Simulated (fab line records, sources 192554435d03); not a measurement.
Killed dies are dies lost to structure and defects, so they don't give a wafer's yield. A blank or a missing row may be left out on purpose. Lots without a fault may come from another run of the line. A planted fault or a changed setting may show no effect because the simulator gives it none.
fab line records | flow n5_finfet
record lots=10 wafers=30 last_day=18
route steps=1938 shown WELL_APT@45 PMOS_HMC_CHANNEL_EPI@74 FIN_SAQP@94 BEOL_M4@1111
lots that met no fault: from a run of the same line without faults
start_h: hours from the record's first day to the start of the lot's first wafer shown | wait_h: hours since the lot's step before | " the same as in the row above | L1.1+2: a row that stands for several wafers | - no value, or no start given | * or withheld: withheld | < > ~ a bound
route shown NAME@n: a module of which the file shows steps, and the number in the route of the first | usual: mean/standard deviation of fault-free wafers | same: alike in all rows | chamber/n: place in a boat | sites: the reading at each site | _std_site: their standard deviation | _edge_site: outer sites' mean less inner sites' | radius_mm: how far each site lies from the wafer's centre | mask NAME#n: copy n | behind: the tool/chamber that last shaped the wafer | hold: why the lot was held/for how many hours/how that ended | device: the transistor (n, p or np) that didn't switch | end of line: the same wafers' tests at the end of the route | a step without rows: its recipe alone | killed: dies lost to structure and defects at the first sort, not the wafer's yield | map: a wafer's dies, x killed, . not, _ none there
set.NAME: the setting as run; set.NAME@STEP: as run at that earlier step | model.NAME: the simulator's own value behind a step, which no gauge read
steps of the route over a sample of lots; a table a step, a row a wafer
services: from which hour (start_h, from the record's first day; less than 0 if before it) a tool's chamber was out of use, for how many hours, and why
## steps
# step N5_WELL_APT_INSPECT_27
# recipe mode=adi inspect_instrument=macro
# usual raw_defect_count=1.9/1.3
# columns lot.wafer tool chamber start_h wait_h raw_defect_count
L797.3 defect_inspect-02 - 20.73 0.0 1
L797.4 " - " " 1
L797.6 " - " " 1
L798.1 defect_inspect-01 - 26.86 0.0 1
L798.3 " - " " 2
L798.6 " - " " 3
L799.1 defect_inspect-02 - 33.19 0.0 4
L799.3 " - " " 0
L799.5 " - " " 1
L804.2 defect_inspect-01 - 63.24 0.0 1
L804.4 " - " " 1
L804.6 " - " " 3
L812.1 defect_inspect-02 - 110.98 0.0 0
L812.5 " - " " 3
L812.6 " - " " 1
L813.2 defect_inspect-01 - 116.88 0.0 4
L813.4 " - " " 2
L813.6 " - " " 3
L814.2 defect_inspect-01 - 123.01 0.0 1
L814.5 " - " " 2
L814.6 " - " " 2
L815.3 defect_inspect-01 - 129.24 0.0 1
L815.4 " - " " 1
L815.5 " - " " 0
L818.1 defect_inspect-01 - 147.31 0.0 3
L818.2 " - " " 1
L818.3 " - " " 2
L819.1 defect_inspect-02 - 153.83 0.0 1
L819.4 " - " " 4
L819.5 " - " " 0
# step N5_PMOS_HMC_CHANNEL_EPI_FIN_RECESS_16
# recipe chemistry=HBr/Cl2 target=Si mask_material=SiO2 target_depth_a=540 time_s=18 pressure_mtorr=10 icp_w=800 bias_w=75 HBr_flow_sccm=150 Cl2_flow_sccm=80
# usual drypump_motor_current_A=5.6/0.45 oes_product_au=0.993/0.015 throttle_valve_pct=35.7/0.34
# same time_s=18
# columns lot.wafer tool chamber start_h wait_h drypump_motor_current_A oes_product_au rf_hours_counter_h throttle_valve_pct
L797.3 rie_si-06 0 23.89 0.0 5.8 0.996 114 35.9
L797.4 " 2 " " 5.8 0.967 3 35.3
L797.6 " 0 " " 5.8 0.993 - 35.9
L798.1 rie_si-04 0 29.74 0.0 5.9 0.989 146 36.3
L798.3 " 2 " " 5.1 0.979 125 35.7
L798.6 " 0 " " 5.9 0.987 - 36.3
L799.1 rie_si-06 1 36.85 0.0 5.7 0.999 137 35.1
L799.3 " 0 " " 5.8 1.004 115 35.8
L799.5 " 3 " " 6.8 0.982 - 35.4
L804.2 rie_si-04 2 66.19 0.0 5.1 0.990 125 35.7
L804.4 " 0 " " 5.9 1.000 147 36.4
L804.6 " 0 " " 5.9 0.999 - 36.3
L812.1 rie_si-06 0 114.07 0.0 5.8 1.006 116 35.8
L812.5 " 2 " " 5.7 0.968 - 35.3
L812.6 " 3 " " 6.8 0.989 - 35.3
L813.2 rie_si-06 1 119.67 0.0 5.6 0.998 138 35.1
L813.4 " 0 " " 5.8 1.016 116 35.8
L813.6 " 0 " " 5.8 0.995 - 35.9
L814.2 rie_si-06 1 125.92 0.0 5.6 0.998 138 35.1
L814.5 " 1 " " 5.6 1.001 - 35.1
L814.6 " 0 " " 5.8 1.008 - 35.9
L815.3 rie_si-01 0 132.78 0.0 5.5 0.959 29 35.6
L815.4 " 2 " " 5.9 1.000 77 35.5
L815.5 " 2 " " 5.8 1.000 - 35.5
L818.1 rie_si-04 1 149.97 0.0 5.5 1.031 68 35.5
L818.2 " 0 " " 5.9 1.001 148 36.3
L818.3 " 3 " " 6.1 1.001 135 35.5
L819.1 rie_si-04 3 158.23 0.0 6.1 1.003 135 35.6
L819.4 " 0 " " 5.9 0.988 148 36.4
L819.5 " 2 " " 5.1 0.977 - 35.7
# step N5_PMOS_HMC_CHANNEL_EPI_INSPECT_30
# recipe inspect_instrument=darkfield mode=post_epi
# usual raw_defect_count=20/7
# columns lot.wafer tool chamber start_h wait_h raw_defect_count
L797.3 defect_inspect-01 - 26.17 0.0 33
L797.4 " - " " 17
L797.6 " - " " 23
L798.1 defect_inspect-02 - 32.02 0.0 16
L798.3 " - " " 13
L798.6 " - " " 23
L799.1 defect_inspect-01 - 39.63 0.0 23
L799.3 " - " " 26
L799.5 " - " " 13
L804.2 defect_inspect-02 - 68.47 0.0 27
L804.4 " - " " 34
L804.6 " - " " 24
L812.1 defect_inspect-02 - 116.46 0.0 18
L812.5 " - " " 20
L812.6 " - " " 18
L813.2 defect_inspect-01 - 122.36 0.0 16
L813.4 " - " " 30
L813.6 " - " " 35
L814.2 defect_inspect-01 - 128.20 0.0 19
L814.5 " - " " 18
L814.6 " - " " 17
L815.3 defect_inspect-02 - 135.22 0.0 12
L815.4 " - " " 18
L815.5 " - " " 10
L818.1 defect_inspect-01 - 152.25 0.0 19
L818.2 " - " " 12
L818.3 " - " " 17
L819.1 defect_inspect-01 - 160.51 0.0 12
L819.4 " - " " 17
L819.5 " - " " 17
# step N5_FIN_SAQP_ALD_61
# recipe material=SiO2 target_thk_a=40 temp_c=300 ald_precursor_family=BDEAS ald_co_reactant=O2-plasma pulse_time_s=1 purge_time_s=2 co_reactant_purge_time_s=2 ald_cycles=43 pressure_torr=2
# usual ald_cycles=43/0 heater_power_w=460/28 precursor_pulse_height_rel=1.000/0.02
# columns lot.wafer tool chamber start_h wait_h ald_cycles heater_power_w precursor_pulse_height_rel
L797.3 ald_sin-04 2 26.40 0.1 43 464 1.032
L797.4 " 1 " " 43 477 1.041
L797.6 " 2 " " 43 472 0.984
L798.1 ald_sin-01 1 32.15 0.0 43 479 0.969
L798.3 " 0 " " 43 460 0.986
L798.6 " 3 " " 43 445 1.028
L799.1 ald_sin-01 1 39.96 0.2 43 481 0.994
L799.3 " 3 " " 43 445 0.984
L799.5 " 2 " " 43 456 1.004
L804.2 ald_sin-01 3 68.94 0.4 43 441 1.024
L804.4 " 1 " " 43 476 0.993
L804.6 " 3 " " 39 443 0.995
L812.1 ald_sin-04 3 116.58 0.0 43 459 0.986
L812.5 " 0 " " 43 495 1.001
L812.6 " 1 " " 43 484 0.999
L813.2 ald_sin-04 3 122.55 0.0 43 457 0.983
L813.4 " 0 " " 43 484 1.013
L813.6 " 0 " " 43 520 1.002
L814.2 ald_sin-04 3 128.32 0.0 43 461 1.011
L814.5 " 0 " " 43 507 0.978
L814.6 " 3 " " 43 457 1.043
L815.3 ald_sin-03 3 135.35 0.0 43 468 0.978
L815.4 " 1 " " 43 411 0.999
L815.5 " 3 " " 43 455 1.007
L818.1 ald_sin-01 2 152.44 0.0 43 445 0.998
L818.2 " 0 " " 43 454 1.009
L818.3 " 3 " " 43 493 1.025
L819.1 ald_sin-04 2 160.64 0.0 43 464 0.981
L819.4 " 1 " " 43 467 1.017
L819.5 " 1 " " 43 479 1.031
# step N5_BEOL_M4_RC_MEAS_101
# usual DIBL_N=35.4/2.1 DIBL_P=34.8/2.6 IOFF_N=0.15/0.037 IOFF_P=0.19/0.037 ION_N=677/16 ION_P=462/9.3 SS_N=71.4/0.75 SS_P=72.9/0.77 VT_N=250/3.7 VT_P=-251/3.5
# columns lot.wafer tool chamber start_h wait_h DIBL_N[mV/V] DIBL_P[mV/V] IOFF_N[nA/um] IOFF_P[nA/um] ION_N[uA/um] ION_P[uA/um] SS_N[mV/dec] SS_P[mV/dec] VT_N[mV] VT_P[mV]
L797.3 prober-02 0 183.90 0.3 34.8 32.0 0.13 0.19 679 472 70.9 72.6 250 -248
L797.4 " 0 " " 35.0 32.7 0.14 0.20 682 478 71.0 72.5 249 -250
L797.6 " 0 " " 33.1 30.1 0.11 0.17 672 470 70.0 72.6 253 -251
L798.1 prober-01 0 197.97 0.0 35.3 35.4 0.15 0.19 690 464 71.8 73.3 245 -253
L798.3 " 0 " " 36.9 36.0 0.16 0.18 677 453 71.4 72.7 250 -255
L798.6 " 0 " " 31.4 29.3 0.09 0.12 657 449 70.0 71.3 256 -259
L799.1 prober-02 0 198.45 0.2 34.7 35.4 0.15 0.18 697 463 70.7 72.6 249 -256
L799.3 " 0 " " 31.1 31.0 0.09 0.13 665 461 70.3 71.1 256 -256
L799.5 " 0 " " 35.3 35.7 0.14 0.19 679 464 71.1 72.5 249 -252
L804.2 prober-01 0 226.06 0.2 35.4 34.8 0.16 0.21 662 463 71.6 72.6 246 -248
L804.4 " 0 " " 33.4 32.0 0.12 0.17 666 464 71.6 72.0 251 -251
L804.6 " 0 " " 37.0 37.2 0.20 0.26 682 465 73.0 73.6 245 -245
L813.2 prober-01 0 269.96 0.2 33.1 32.2 0.11 0.15 662 448 69.8 71.9 252 -255
L813.4 " 0 " " 32.3 31.9 0.11 0.15 682 472 70.4 73.0 253 -253
L813.6 " 0 " " 33.5 33.4 0.13 0.16 668 456 71.0 72.7 251 -251
L812.1 prober-01 0 278.83 0.0 37.6 37.1 0.17 0.22 678 467 71.9 73.8 248 -246
L812.5 " 0 " " 35.6 36.4 0.13 0.20 662 464 71.2 72.4 254 -250
L812.6 " 0 " " 38.4 37.6 0.22 0.24 669 460 72.4 73.7 249 -248
L814.2 prober-01 0 283.74 0.2 33.2 32.4 0.11 0.15 670 451 70.2 72.3 255 -254
L814.5 " 0 " " 36.7 37.0 0.16 0.20 692 469 71.6 73.0 251 -251
L814.6 " 0 " " 34.9 35.9 0.14 0.20 669 463 70.1 73.3 251 -251
L815.3 prober-01 0 286.65 0.3 36.2 36.9 0.18 0.22 694 472 72.3 72.9 247 -249
L815.4 " 0 " " 37.5 38.8 0.21 0.25 697 472 72.2 73.3 246 -249
L815.5 " 0 " " 37.8 38.8 0.20 0.24 696 471 72.2 73.0 245 -245
L819.1 prober-02 0 326.03 0.0 38.0 40.0 0.22 0.26 710 477 72.6 73.7 242 -247
L819.4 " 0 " " 36.1 37.1 0.18 0.23 701 476 71.7 73.3 247 -250
L819.5 " 0 " " 36.0 36.9 0.17 0.21 689 467 71.4 73.6 246 -250
L818.1 prober-01 0 327.31 0.0 35.5 35.0 0.15 0.23 676 468 71.7 73.1 254 -243
L818.2 " 0 " " 32.7 31.9 0.11 0.18 672 472 70.3 71.7 254 -247
L818.3 " 0 " " 35.4 36.6 0.16 0.25 688 474 71.5 72.9 249 -244
## services
# columns tool chamber start_h hours kind
ald_sin-03 1 0.38 3.9 repair
ald_sin-01 1 7.90 5.7 repair
ald_sin-03 0 8.44 - clean
rie_si-04 1 17.06 1.2 repair
rie_si-06 - 30.86 3.4 repair
ald_sin-01 - 47.66 0.5 repair
rie_si-06 - 48.18 0.7 repair
rie_si-04 - 52.54 0.4 repair
ald_sin-04 1 59.41 3.4 repair
ald_sin-01 - 85.30 14.0 pm
ald_sin-01 0 85.30 14.0 vent_cycle
ald_sin-01 1 85.30 14.0 vent_cycle
ald_sin-01 2 85.30 14.0 vent_cycle
ald_sin-01 3 85.30 14.0 vent_cycle
ald_sin-03 1 94.06 38.2 repair
rie_si-04 - 98.68 2.8 pm
ald_sin-01 0 99.30 - clean
ald_sin-01 1 99.30 - clean
ald_sin-01 2 99.30 - clean
ald_sin-01 3 99.30 - clean
ald_sin-01 1 103.98 88.0 repair
rie_si-04 2 120.20 5.0 repair
rie_si-06 3 152.88 15.1 repair
ald_sin-03 2 160.21 7.0 repair
## key
first_sign step=N5_FIN_SAQP_ALD_61 reading=ald_cycles direction=down sigmas=99+ usual=* struck=*
effect none on later readings
met_at N5_FIN_SAQP_ALD_61
struck_lots L804
struck_wafers L804.6
not_acting_at N5_WELL_APT_INSPECT_27,N5_PMOS_HMC_CHANNEL_EPI_FIN_RECESS_16,N5_PMOS_HMC_CHANNEL_EPI_INSPECT_30
onset_between 39.96 68.94
fault kind=process_parameter_drift tool=ald_sin-01 chamber=- onset_h=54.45 steps=N5_FIN_SAQP_ALD_61 channel=ald_cycles offset=* shape=step end_h=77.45 scope=struck_wafers_only acts_in=* stated=*
